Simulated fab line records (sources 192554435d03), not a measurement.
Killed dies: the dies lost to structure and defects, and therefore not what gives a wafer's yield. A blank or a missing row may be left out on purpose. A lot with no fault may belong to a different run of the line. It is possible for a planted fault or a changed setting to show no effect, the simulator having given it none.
A struck lot beside a sound one || flow n5Finfet || 43 steps out of a route of 1938
Sound: wafers L119.1, L119.3, L119.4. Struck: wafers L108.2, L108.3, L108.5. The cause is named last.
Per side, at each step with rows, come the tool, then ch with its chambers, and then its first start. Under that, the readings that differ: sound wafers || struck wafers || difference of the means || sigmas: that difference in standard deviations of wafers without a fault.
alike: readings whose means differ by less than 2 such deviations, and words and numbers that are the same on both sides. not compared: withheld readings, readings that some wafer has no value for, bounds like >300 that may hide the same value, and numbers for which the record gives no deviation and whose values overlap.
A row with sigmas, a row that says differs or no value, or rows on one side alone: a step with any of these is where the two part. When numbers do not overlap yet have no deviation, they are printed without sigmas and do not part them. A reading missing from all wafers of one side parts the sides only when that side holds two or more wafers.

first, 1 step without rows for these wafers: N5_BEOL_M2_ALD_98 (deposits SiO2, target thk 2.5 nm, pulse time 1 s, co reactant pulse time 1 s).
N5_BEOL_M2_ETCHBACK_99: etches SiO2 in CHF3, target depth 5 nm, time 10.4 s.
  sound on rieDiel-05 ch 1,3, day 12 17:46; struck on rieDiel-05 ch 0,3, day 8 01:41
  alike: drypumpMotorCurrentA, oesProductAu, rfVppV, showerheadPlenumPTorr, throttleValvePct
  not compared: rfHoursCounterH
then, 9 steps without rows for these wafers: N5_BEOL_M2_ETCH_70 (etches SOC in N2/H2, target depth 80 nm, overetch 24 nm, time 130 s); N5_BEOL_M2_STRIP_71 (strips in N2/H2); N5_BEOL_M2_STRIP_78 (strips in N2/H2); N5_BEOL_M2_VIA_ETCH_34 (etches the open film in C4F6/O2, target depth 69.4 nm, time 65.9 s); N5_BEOL_M2_STRIP_83 (strips in C4F6/O2); N5_BEOL_M2_STRIP_36 (strips in N2/H2); N5_BEOL_M2_TRENCH_ETCH_37 (etches SiOC in C4F6/O2, target depth 55.555 nm, time 29.2 s); N5_BEOL_M2_ETCH_41 (etches SiCN in CH3F/O2, target depth 29.9 nm, time 52.5 s); N5_BEOL_M2_STRIP_97 (strips in N2/H2, time 10 s).
N5_BEOL_M2_OCD_MEAS_38:
  sound: ocd-02 at day 12 18:10; struck: ocd-02 at day 8 02:05
  alike: trenchDepthNm
N5_BEOL_M2_HM_STRIP_39: strips TiN in peroxide tin strip, target depth 25 nm, time 158 s.
  sound on wetBench-05 ch 1,2,4, day 12 18:12; struck on wetBench-06 ch 5,6,7, day 8 02:07
  alike: bathHeatDutyPct
then, 3 steps without rows for these wafers: N5_BEOL_M2_SRD_40 (time 30 s); N5_BEOL_M2_PRECLEAN_42 (cleans in residue remover, time 60 s); N5_BEOL_M2_SRD_43 (time 30 s).
N5_BEOL_M2_CD_MEAS_35: target cd 18 nm, target cd y 22.2 nm.
  sound: cdSem-01 at day 12 18:20; struck: cdSem-02 at day 8 02:15
  alike: cdNm
then, 5 steps without rows for these wafers: N5_BEOL_M2_DEGAS_44 (time 60 s); N5_BEOL_M2_PRE_CLEAN_45 (time 30 s); N5_BEOL_M2_ALD_84 (deposits TaN, pulse time 2 s, purge time 3 s, co reactant purge time 2 s); N5_BEOL_M2_SURFACE_TREAT_85; N5_BEOL_M2_CVD_47 (deposits Co from CCTBA/H2, target thk 3 nm, time 223.8 s).
N5_BEOL_M2_SPUTTER_48: material Cu, target thk 4.5 nm, time 8.29 s.
  sound: pvdSputter-01 at day 12 19:21; struck: pvdSputter-01 at day 8 03:21
  alike: chamberPressurePa, throttleValvePct
then, 1 step without rows for these wafers: N5_BEOL_M2_ANNEAL_49 (time 240 s).
N5_BEOL_M2_SPUTTER_79: material Cu, target thk 4.5 nm, time 8.29 s.
  sound: pvdSputter-01 at day 12 19:34; struck: pvdSputter-01 at day 8 03:34
  alike: chamberPressurePa, throttleValvePct
then, 10 steps without rows for these wafers: N5_BEOL_M2_ANNEAL_80 (time 240 s); N5_BEOL_M2_SPUTTER_81 (material Cu, target thk 4.5 nm, time 8.29 s); N5_BEOL_M2_ANNEAL_82 (time 240 s); N5_BEOL_M2_SPUTTER_86 (material Cu, target thk 4.5 nm, time 8.29 s); N5_BEOL_M2_ANNEAL_87 (time 240 s); N5_BEOL_M2_SPUTTER_88 (material Cu, target thk 4.5 nm, time 8.29 s); N5_BEOL_M2_ANNEAL_89 (time 240 s); N5_BEOL_M2_SPUTTER_90 (material Cu, target thk 4.5 nm, time 8.29 s); N5_BEOL_M2_ANNEAL_91 (time 240 s); N5_BEOL_M2_SPUTTER_92 (material Cu, target thk 4.5 nm, time 8.29 s).
N5_BEOL_M2_ANNEAL_93: time 240 s.
  sound: pvdSputter-01 at day 12 20:45; struck: pvdSputter-01 at day 8 04:45
  alike: heaterPowerW
then, 5 steps without rows for these wafers: N5_BEOL_M2_SPUTTER_94 (material Cu, target thk 4.5 nm, time 8.29 s); N5_BEOL_M2_ANNEAL_95 (time 240 s); N5_BEOL_M2_SPUTTER_96 (material Cu, target thk 4.5 nm, time 8.29 s); N5_BEOL_M2_ECD_50 (material Cu, target thk 300 nm); N5_BEOL_M2_ANNEAL_51 (time 90 s).
N5_BEOL_M2_CMP_52: polishes, stops on SiOC, t overpolish 6.8 s, target thk 40 nm.
  sound on cmp-03 ch 0,1,2, day 12 21:36; struck on cmp-01 ch 0,3, day 8 05:37
  alike: barrierFieldEndpointS, clearingPlatenDownForcePsi, motorCurrentA, overpolishRunS, slurryFilterDpKPa, timeToEndpointS
-- here the record skips 7 days between the struck wafers' starts before and after, leaving off in module BEOL_M2 and picking up in module PASSIVATION (first step shown: number 1936 of the route) --
N5_PASSIVATION_PROBE_49:
  rows exist in the record for the struck wafers here (prober-01, day 14 18:28), but not for the sound ones

## WHERE THEY PART
Within this record, at N5_PASSIVATION_PROBE_49 only.

WHY: what had been put in by the simulator
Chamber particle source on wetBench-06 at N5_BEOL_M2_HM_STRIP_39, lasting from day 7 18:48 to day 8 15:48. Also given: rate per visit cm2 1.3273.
